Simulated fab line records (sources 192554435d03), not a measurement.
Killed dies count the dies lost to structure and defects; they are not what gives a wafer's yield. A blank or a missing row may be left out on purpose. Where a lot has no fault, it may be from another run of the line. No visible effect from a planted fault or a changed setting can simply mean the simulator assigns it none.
Chamber matching	flow n5Finfet	N5_HKMG_FIN_PWFM_ALD_03 on aldMetal-03: 4 sister chambers
The step deposits TiN, target thk 2 nm, pulse time 1 s, purge time 3 s. 4 wafers are shown with their chamber, then 7 later ones without.

WAFERS, EACH WITH ITS CHAMBER
wafer	chamber	heaterPowerW (W)
L076.3	0	832
L080.4	3	959
L082.2	2	1056
L082.3	1	1050

WAFERS MISSING THEIR CHAMBER
wafer	heaterPowerW (W)
L082.6	928
L090.2	1045
L090.3	1068
L090.5	1049
L096.1	856
L096.5	852
L096.6	1056

CHAMBER TAKEN BY EACH
wafer	from the rows above	in truth
L082.6	3	3
L090.2	can't be placed: 1 or 2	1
L090.3	can't be placed: 2 or 1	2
L090.5	can't be placed: 1 or 2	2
L096.1	0	0
L096.5	0	0
L096.6	can't be placed: 2 or 1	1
Correctly placed: 3 of 7. Can't be placed from these rows: 4 (the true chamber is among the candidates in 4). Number placed wrongly: 0.
How it was worked out, from the rows above alone: a wafer's distance from a chamber is the root of the sum, over the readings, of the square of ((its reading less the chamber's mean) divided by the reading's scatter). The wafer belongs to the nearest chamber; if the next one is less than 2 further off, it can't be placed. The mean given for a chamber averages the wafers shown for that chamber. The scatter: root of mean squared gap, hidden wafer to nearest shown wafer, with one shown wafer a chamber.
